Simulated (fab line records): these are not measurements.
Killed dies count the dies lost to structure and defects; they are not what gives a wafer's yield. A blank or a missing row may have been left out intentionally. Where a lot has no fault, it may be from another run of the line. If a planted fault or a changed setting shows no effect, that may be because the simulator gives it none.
Matching of chambers :: flow n5_finfet :: N5_BEOL_M10_ETCH_66 on rie_diel-02: 4 sister chambers
The step etches SOC in N2/H2, target depth 120 nm, overetch 24 nm, time 180 s. 24 wafers are shown with their chamber, then 12 later ones without.

== WAFERS WITH THEIR CHAMBER ==
wafer: L074.2
chamber: 3
drypump_motor_current_A (A): 5.5
throttle_valve_pct (%): 17.51
showerhead_plenum_p_Torr (Torr): 2.60

wafer: L074.3
chamber: 2
drypump_motor_current_A (A): 6.2
throttle_valve_pct (%): 17.34
showerhead_plenum_p_Torr (Torr): 2.57

wafer: L074.5
chamber: 1
drypump_motor_current_A (A): 5.6
throttle_valve_pct (%): 17.99
showerhead_plenum_p_Torr (Torr): 2.59

wafer: L075.2
chamber: 1
drypump_motor_current_A (A): 5.5
throttle_valve_pct (%): 17.99
showerhead_plenum_p_Torr (Torr): 2.59

wafer: L075.4
chamber: 3
drypump_motor_current_A (A): 5.5
throttle_valve_pct (%): 17.53
showerhead_plenum_p_Torr (Torr): 2.60

wafer: L075.6
chamber: 3
drypump_motor_current_A (A): 5.5
throttle_valve_pct (%): 17.53
showerhead_plenum_p_Torr (Torr): 2.60

wafer: L078.1
chamber: 2
drypump_motor_current_A (A): 6.2
throttle_valve_pct (%): 17.37
showerhead_plenum_p_Torr (Torr): 2.57

wafer: L078.2
chamber: 1
drypump_motor_current_A (A): 5.5
throttle_valve_pct (%): 18.00
showerhead_plenum_p_Torr (Torr): 2.59

wafer: L078.5
chamber: 2
drypump_motor_current_A (A): 6.2
throttle_valve_pct (%): 17.37
showerhead_plenum_p_Torr (Torr): 2.57

wafer: L076.3
chamber: 2
drypump_motor_current_A (A): 6.2
throttle_valve_pct (%): 17.36
showerhead_plenum_p_Torr (Torr): 2.57

wafer: L076.4
chamber: 1
drypump_motor_current_A (A): 5.5
throttle_valve_pct (%): 17.98
showerhead_plenum_p_Torr (Torr): 2.59

wafer: L076.6
chamber: 1
drypump_motor_current_A (A): 5.5
throttle_valve_pct (%): 17.99
showerhead_plenum_p_Torr (Torr): 2.59

wafer: L080.4
chamber: 2
drypump_motor_current_A (A): 6.2
throttle_valve_pct (%): 17.39
showerhead_plenum_p_Torr (Torr): 2.57

wafer: L080.5
chamber: 0
drypump_motor_current_A (A): 6.0
throttle_valve_pct (%): 17.64
showerhead_plenum_p_Torr (Torr): 2.57

wafer: L080.6
chamber: 3
drypump_motor_current_A (A): 5.5
throttle_valve_pct (%): 17.53
showerhead_plenum_p_Torr (Torr): 2.59

wafer: L082.3
chamber: 2
drypump_motor_current_A (A): 6.2
throttle_valve_pct (%): 17.40
showerhead_plenum_p_Torr (Torr): 2.57

wafer: L082.4
chamber: 3
drypump_motor_current_A (A): 5.5
throttle_valve_pct (%): 17.54
showerhead_plenum_p_Torr (Torr): 2.59

wafer: L082.6
chamber: 0
drypump_motor_current_A (A): 6.0
throttle_valve_pct (%): 17.66
showerhead_plenum_p_Torr (Torr): 2.57

wafer: L088.1
chamber: 3
drypump_motor_current_A (A): 5.5
throttle_valve_pct (%): 17.56
showerhead_plenum_p_Torr (Torr): 2.59

wafer: L088.5
chamber: 2
drypump_motor_current_A (A): 6.2
throttle_valve_pct (%): 17.42
showerhead_plenum_p_Torr (Torr): 2.56

wafer: L088.6
chamber: 0
drypump_motor_current_A (A): 6.0
throttle_valve_pct (%): 17.68
showerhead_plenum_p_Torr (Torr): 2.56

wafer: L092.2
chamber: 2
drypump_motor_current_A (A): 6.2
throttle_valve_pct (%): 17.43
showerhead_plenum_p_Torr (Torr): 2.56

wafer: L092.3
chamber: 1
drypump_motor_current_A (A): 5.5
throttle_valve_pct (%): 17.67
showerhead_plenum_p_Torr (Torr): 2.58

wafer: L092.6
chamber: 1
drypump_motor_current_A (A): 5.5
throttle_valve_pct (%): 17.67
showerhead_plenum_p_Torr (Torr): 2.58

SIGNATURES (means of the wafers above)
reading: drypump_motor_current_A
chamber 0: 6.000
chamber 1: 5.514
chamber 2: 6.200
chamber 3: 5.500
scatter within a chamber: 0.0207

reading: throttle_valve_pct
chamber 0: 17.6600
chamber 1: 17.8986
chamber 2: 17.3850
chamber 3: 17.5333
scatter within a chamber: 0.0881

reading: showerhead_plenum_p_Torr
chamber 0: 2.5667
chamber 1: 2.5871
chamber 2: 2.5675
chamber 3: 2.5950
scatter within a chamber: 0.00505
Rule: a wafer's distance from a chamber is the root of the sum, over the readings, of the square of ((its reading less the chamber's mean) divided by the reading's scatter). The wafer belongs to the nearest chamber; if the next one is less than 2 further off, it can't be placed. How the scatter is found: for the shown wafers, subtract from each reading the mean of its chamber, square and add these, divide the total by (wafers less chambers), then take the root.

== WAFERS MISSING THEIR CHAMBER ==
wafer: L091.1
drypump_motor_current_A (A): 5.5
throttle_valve_pct (%): 17.68
showerhead_plenum_p_Torr (Torr): 2.58

wafer: L091.4
drypump_motor_current_A (A): 5.5
throttle_valve_pct (%): 17.58
showerhead_plenum_p_Torr (Torr): 2.58

wafer: L091.5
drypump_motor_current_A (A): 6.0
throttle_valve_pct (%): 17.69
showerhead_plenum_p_Torr (Torr): 2.56

wafer: L093.2
drypump_motor_current_A (A): 6.0
throttle_valve_pct (%): 17.68
showerhead_plenum_p_Torr (Torr): 2.56

wafer: L093.5
drypump_motor_current_A (A): 6.0
throttle_valve_pct (%): 17.69
showerhead_plenum_p_Torr (Torr): 2.56

wafer: L093.6
drypump_motor_current_A (A): 5.5
throttle_valve_pct (%): 17.57
showerhead_plenum_p_Torr (Torr): 2.58

wafer: L094.2
drypump_motor_current_A (A): 6.2
throttle_valve_pct (%): 17.45
showerhead_plenum_p_Torr (Torr): 2.55

wafer: L094.3
drypump_motor_current_A (A): 6.0
throttle_valve_pct (%): 17.68
showerhead_plenum_p_Torr (Torr): 2.55

wafer: L094.4
drypump_motor_current_A (A): 6.0
throttle_valve_pct (%): 17.71
showerhead_plenum_p_Torr (Torr): 2.55

wafer: L097.2
drypump_motor_current_A (A): 6.2
throttle_valve_pct (%): 17.44
showerhead_plenum_p_Torr (Torr): 2.55

wafer: L097.4
drypump_motor_current_A (A): 5.6
throttle_valve_pct (%): 17.67
showerhead_plenum_p_Torr (Torr): 2.57

wafer: L097.5
drypump_motor_current_A (A): 6.2
throttle_valve_pct (%): 17.46
showerhead_plenum_p_Torr (Torr): 2.55

== WHICH CHAMBER EACH ONE RAN IN ==
wafer: L091.1
from the rows above: can't be placed: 1 or 3
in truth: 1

wafer: L091.4
from the rows above: can't be placed: 3 or 1
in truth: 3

wafer: L091.5
from the rows above: 0
in truth: 0

wafer: L093.2
from the rows above: 0
in truth: 0

wafer: L093.5
from the rows above: 0
in truth: 0

wafer: L093.6
from the rows above: can't be placed: 3 or 1
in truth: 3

wafer: L094.2
from the rows above: 2
in truth: 2

wafer: L094.3
from the rows above: 0
in truth: 0

wafer: L094.4
from the rows above: 0
in truth: 0

wafer: L097.2
from the rows above: 2
in truth: 2

wafer: L097.4
from the rows above: can't be placed: 1 or 3
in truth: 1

wafer: L097.5
from the rows above: 2
in truth: 2
8 of 12 placed correctly. These rows do not allow placing 4 (true chamber among the candidates in 4). Wrongly placed: 0.
